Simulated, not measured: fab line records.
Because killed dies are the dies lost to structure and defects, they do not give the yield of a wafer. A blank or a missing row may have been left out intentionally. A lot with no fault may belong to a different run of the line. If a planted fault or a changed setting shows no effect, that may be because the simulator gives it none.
fab line records -- flow n5_finfet
record: lots: 5, wafers: 13, last_day: 17
route steps=1938 shown BEOL_M6@1251 BEOL_M7@1263
lots that met no fault: taken from a fault-free run of the same line
start_h: hours from the record's first day to the start of the lot's first wafer shown -- wait_h: hours from the lot's prior step to this one -- " as in the row above -- L1.1+2: one row covering several wafers at once -- - no value, or no start given -- * or withheld: withheld -- < > ~ a bound
route shown NAME@n: a module of which the file shows steps, and the number in the route of the first -- usual: mean/standard deviation taken from wafers without a fault -- same: alike in all rows -- chamber/n: place in a boat -- sites: per-site readings -- _std_site: the values' standard deviation -- _edge_site: inner sites' mean taken away from outer sites' mean -- radius_mm: for every site, how far away it sits from the centre of the wafer -- mask NAME#n: copy n -- behind: the tool/chamber that last shaped the wafer -- hold: reason for holding the lot/hours on hold/outcome of the hold -- device: transistor that didn't switch, given as n, p or np -- end of line: at the end of the route, the tests of the same wafers -- a step without rows: its recipe alone -- killed: the dies lost at the first sort to structure and to defects; this is not the yield of the wafer -- map: shows each die of a wafer: x if killed, . if not, _ if none is there
set.NAME: the setting the step ran with; set.NAME@STEP: the setting that earlier step ran with -- model.NAME: the simulator's own value behind a step, which no gauge read
lots at selected steps of the route; one table per step, one row per wafer
services: a tool's chamber out of use, with start hour (start_h, from the record's first day; less than 0 if before it), hours out, and reason
== steps ==
step: N5_BEOL_M6_ALD_77
recipe: material: TaN, target_thk_a: 20, temp_c: 275, ald_precursor_family: PDMAT, ald_co_reactant: NH3, pressure_torr: 3, carrier_flow_sccm: 1500, pulse_time_s: 2, purge_time_s: 3, co_reactant_purge_time_s: 2, co_reactant_pulse_time_s: 3, ald_cycles: 40, precursor_vessel_temp_c: 75, precursor_vessel_pressure_torr: 26.25, precursor_vessel_carrier_sccm: 1000
step: N5_BEOL_M6_SURFACE_TREAT_79
recipe: gas: Ar, time_s: *, ion_energy_ev: *, ion_current_ma_cm2: 0.5, pressure_mtorr: *, ar_flow_sccm: 30
step: N5_BEOL_M6_CVD_78
recipe: material: Co, target_thk_a: 20, temp_c: withheld, precursor: CCTBA/H2, pressure_torr: 30, time_s: 142.3
step: N5_BEOL_M6_SPUTTER_48
recipe: material: Cu, target_thk_a: 100, temp_c: -20, bias_v: 60, power_w: 26000, chamber_pressure_pa: 0.13, time_s: 1.667
step: N5_BEOL_M6_ECD_50
recipe: material: Cu, target_thk_a: 3000
step: N5_BEOL_M6_ANNEAL_51
recipe: temp_c: 225, time_s: 90, ambient: N2
step: N5_BEOL_M6_CMP_52
recipe: stop_on: SiCOH_lowk, t_overpolish_s: 6.9, down_force_psi: 1, platen_rpm: 50, clearing_platen_down_force_psi: 1.5, clearing_platen_rpm: 50, post_cmp_clean: cu_alkaline, target_thk_nm: 80, clearing_platen_pad_velocity_m_s: 0.99484, pad_velocity_m_s: 0.99484
step: N5_BEOL_M6_PRE_CLEAN_55
recipe: gas: NH3, time_s: 15, temp_c: withheld, rf_power_w: 300
step: N5_BEOL_M6_DEP_56
recipe: material: SiCN, target_thk_a: 100, temp_c: withheld, precursor: 3MS/NH3, pressure_torr: 3, rf_w: 202, time_s: 17.5
step: N5_BEOL_M7_ILD_DEP_00
recipe: material: SiCOH_lowk, target_thk_a: 1797.5, temp_c: 300, precursor: DEMS/porogen, pressure_torr: 5, rf_w: 500, time_s: 33.4
usual: heater_power_w: 298/63, showerhead_plenum_p_Torr: 5.736/0.011, throttle_valve_pct: 14.2/0.76
lot.wafer,tool,chamber,start_h,wait_h,heater_power_w,showerhead_plenum_p_Torr,throttle_valve_pct,model.SiCOH_lowk_of_BEOL_M7_ILD_DEP_00.thk_nm
L315.1,pecvd-01,2,235.94,0.0,211,5.742,14.0,180.6
L315.4,pecvd-01,1,235.94,0.0,270,5.734,14.4,181.8
L315.5,pecvd-01,0,235.94,0.0,272,5.723,13.0,181
L316.1,pecvd-01,0,257.19,0.0,244,5.734,13.0,177.4
L316.2,pecvd-01,2,257.19,0.0,226,5.749,14.1,196.8
L316.4,pecvd-01,2,257.19,0.0,234,5.739,13.9,182.6
L317.5,pecvd-01,1,258.22,0.1,219,5.736,13.9,203
L317.6,pecvd-01,2,258.22,0.1,249,5.735,14.1,181.6
L319.5,pecvd-01,0,269.63,0.1,304,5.713,13.1,201.2
L319.6,pecvd-01,1,269.63,0.1,236,5.725,14.2,184.6
L329.4,pecvd-03,1,325.28,0.1,303,5.723,14.4,186.2
L329.5,pecvd-03,0,325.28,0.1,277,5.730,15.7,183.6
L329.6,pecvd-03,2,325.28,0.1,397,5.726,13.6,182
step: N5_BEOL_M7_CURE_74
recipe: temp_c: 385, time_s: 240, ambient: He/Ar, material: SiCOH_lowk
step: N5_BEOL_M7_THK_MEAS_01
recipe: reads: SiCOH_lowk_of_BEOL_M7_ILD_DEP_00
usual: M7_ILD_THK: 155.5/1.9
lot.wafer,tool,chamber,start_h,wait_h,M7_ILD_THK[nm]
L315.1,film_metro-01,-,236.52,0.4,155.8
L315.4,film_metro-01,-,236.52,0.4,156.6
L315.5,film_metro-01,-,236.52,0.4,156.2
L316.1,film_metro-01,-,257.77,0.4,152.9
L316.2,film_metro-01,-,257.77,0.4,169.9
L316.4,film_metro-01,-,257.77,0.4,157.5
L317.5,film_metro-01,-,258.78,0.1,175.2
L317.6,film_metro-01,-,258.78,0.1,156.6
L319.5,film_metro-01,-,270.19,0.1,173.7
L319.6,film_metro-01,-,270.19,0.1,159.3
L329.4,film_metro-02,-,326.31,0.2,160.5
L329.5,film_metro-02,-,326.31,0.2,158.3
L329.6,film_metro-02,-,326.31,0.2,157.1
step: N5_BEOL_M7_PECVD_70
recipe: material: SiO2, target_thk_a: 200, temp_c: 400, precursor: TEOS/O2, pressure_torr: 5.5, rf_w: 450, teos_flow_sccm: 53.8, gas: O2, flow_sccm: 3000, time_s: 22.7
step: N5_BEOL_M7_HM_DEP_02
recipe: material: TiN, target_thk_a: 200, temp_c: 25, chamber_pressure_pa: 0.49996
step: N5_BEOL_M7_COAT_59
recipe: resist: SOC, temp_c: 250, time_s: 60, spin_rpm: 1500, resist_thk_nm: 100
step: N5_BEOL_M7_COAT_60
recipe: resist: SiARC, temp_c: 220, time_s: 60, spin_rpm: 1500, resist_thk_nm: 35
step: N5_BEOL_M7_COAT_05
recipe: resist: CAR-ArF, spin_rpm: 1500, resist_thk_nm: 90
step: N5_BEOL_M7_EBR_07
recipe: solvent: PGMEA, ebr_width_mm: 1.5
step: N5_BEOL_M7_SOFTBAKE_06
recipe: temp_c: 110, time_s: 60, resist: CAR-ArF
step: N5_BEOL_M7_EXPOSE_08
recipe: mask_id: M7, na: 1.35, source_shape: dipole, sigma_inner: 0.817, sigma_outer: 0.97, polarization: te, dose_mj: 68.25
step: N5_BEOL_M7_PEB_09
recipe: peb_temp_c: withheld, peb_time_s: 60, resist: CAR-ArF
step: N5_BEOL_M7_DEVELOP_10
recipe: develop_time_s: 30, developer: TMAH, resist: CAR-ArF, rinse_liquid: diw, dry: air_spin, dev_temp_c: 23
step: N5_BEOL_M7_DESCUM_16
recipe: chemistry: O2, time_s: 7.9, source_power_w: 50, bias_power_w: 20, pressure_mtorr: 20, rf_frequency_hz: 2.712e+07, temp_c: 40, resist: CAR-ArF, o2_flow_sccm: 225
step: N5_BEOL_M7_ETCH_61
recipe: chemistry: CF4, target: SiARC, target_depth_a: 455, mask_material: CAR-ArF, time_s: 75.8, ion_energy_ev: 80, pressure_mtorr: 40, source_w: 545, bias_w: 36, Ar_flow_sccm: 100, cf4_flow_sccm: 100, ends: cleared
step: N5_BEOL_M7_ETCH_62
recipe: chemistry: N2/H2, target: SOC, target_depth_a: 1100, overetch_a: 220, mask_material: SiARC, temp_c: 40, time_s: 165, ion_energy_ev: 200, pressure_mtorr: 30, source_w: 840, bias_w: 150, n2_flow_sccm: 200, h2_flow_sccm: 200
step: N5_BEOL_M7_STRIP_68
recipe: chemistry: N2/H2, temp_c: 40, n2_flow_sccm: 200, h2_flow_sccm: 200, rf_frequency_hz: 6e+07
step: N5_BEOL_M7_STRIP_67
recipe: chemistry: CF4, resist: SiARC, power_w: 300, bias_power_w: 75, pressure_mtorr: 50, cf4_flow_sccm: 150, rf_frequency_hz: 6e+07
step: N5_BEOL_M7_HM_OPEN_17
recipe: chemistry: Cl2/BCl3, target_depth_a: 200, overetch_a: 60, target: TiN, mask_material: SOC, ion_energy_ev: 150, pressure_mtorr: 10, icp_w: 1000, bias_w: 126, Cl2_flow_sccm: 53.25, bcl3_flow_sccm: 21.75, Ar_flow_sccm: 25
step: N5_BEOL_M7_STRIP_19
recipe: chemistry: O2, power_w: 400, temp_c: 40, pressure_mtorr: 30, rf_frequency_hz: 6e+07, bias_power_w: 0, overash_fraction: 0.2, o2_flow_sccm: 225
step: N5_BEOL_M7_COAT_63
recipe: resist: SOC, temp_c: 250, time_s: 60, spin_rpm: 1500, resist_thk_nm: 60
step: N5_BEOL_M7_COAT_64
recipe: resist: SiARC, temp_c: 220, time_s: 60, spin_rpm: 1500, resist_thk_nm: 12
step: N5_BEOL_M7_COAT_71
recipe: resist: underlayer, temp_c: 205, time_s: 60, spin_rpm: 1500, resist_thk_nm: 5
step: N5_BEOL_M7_COAT_22
recipe: resist: CAR-EUV, spin_rpm: 1500, resist_thk_nm: 30
step: N5_BEOL_M7_EBR_24
recipe: solvent: PGMEA, ebr_width_mm: 1.5
step: N5_BEOL_M7_SOFTBAKE_23
recipe: temp_c: 110, time_s: 60, resist: CAR-EUV
step: N5_BEOL_M7_CMP_52
recipe: stop_on: SiCOH_lowk, t_overpolish_s: 6.9, down_force_psi: 1, platen_rpm: 50, clearing_platen_down_force_psi: 1.5, clearing_platen_rpm: 50, post_cmp_clean: cu_alkaline, target_thk_nm: 80, clearing_platen_pad_velocity_m_s: 0.99484, pad_velocity_m_s: 0.99484
usual: edge_zone_pressure_frac: 1.000/0.0051, motor_current_A: 5.8/0.59
lot.wafer,tool,chamber,start_h,wait_h,edge_zone_pressure_frac,motor_current_A,model.SiCOH_lowk_of_BEOL_M7_ILD_DEP_00.thk_nm
L315.4,cmp-01,0,244.51,0.2,0.994,6.5,153.8
L315.1,cmp-01,2,244.51,0.2,0.995,6.2,152.8
L315.5,cmp-01,0,244.51,0.2,1.004,6.4,153.2
L316.4,cmp-01,1,264.50,0.2,0.999,7.0,154.6
L316.1,cmp-01,2,264.50,0.2,0.999,6.3,149.8
L316.2,cmp-01,3,264.50,0.2,1.003,5.0,166.8
L317.5,cmp-01,3,267.83,0.4,0.997,4.9,172.2
L317.6,cmp-01,0,267.83,0.4,1.004,6.3,153.6
L319.6,cmp-02,1,278.28,0.2,0.991,6.0,156.4
L319.5,cmp-02,2,278.28,0.2,0.999,5.6,170.8
L329.4,cmp-03,0,336.54,0.1,1.000,6.0,157.6
L329.5,cmp-03,0,336.54,0.1,0.997,5.7,155.4
L329.6,cmp-03,1,336.54,0.1,0.989,6.2,154
== services ==
tool,chamber,start_h,hours,kind
cmp-01,-,217.95,2.7,repair
cmp-03,-,242.73,1.8,repair
pecvd-03,-,258.24,0.9,repair
pecvd-03,2,284.98,11.5,repair
cmp-03,-,302.53,1.6,repair
pecvd-01,-,308.01,1.3,repair
cmp-01,-,308.32,0.7,repair
cmp-03,-,312.25,4.0,pm
cmp-03,-,316.25,-,consumable_replace:conditioner
cmp-03,-,316.25,-,consumable_replace:pad
cmp-02,-,324.23,1.2,repair
pecvd-01,-,330.68,2.8,pm
cmp-02,-,336.64,1.7,repair
== key ==
first_sign: step: N5_BEOL_M7_THK_MEAS_01, reading: M7_ILD_THK, direction: up, sigmas: 9.2, usual: 155.5, struck: 172.9
effect none on later readings
model_effect: step: N5_BEOL_M7_ILD_DEP_00, value: SiCOH_lowk_of_BEOL_M7_ILD_DEP_00.thk_nm, without: 180.7, struck: 200.3
model_effect: step: N5_BEOL_M7_CMP_52, value: SiCOH_lowk_of_BEOL_M7_ILD_DEP_00.thk_nm, without: 152.8, struck: 169.9
met_at N5_BEOL_M7_ILD_DEP_00
struck_wafers L316.2,L317.5,L319.5
onset_between 235.94 257.19
fault: kind: process_parameter_drift, tool: pecvd-01, chamber: -, onset_h: 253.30, steps: N5_BEOL_M7_ILD_DEP_00, channel: target_thk_a, offset: *, shape: step, end_h: 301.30, scope: struck_wafers_only, acts_in: *, stated: *
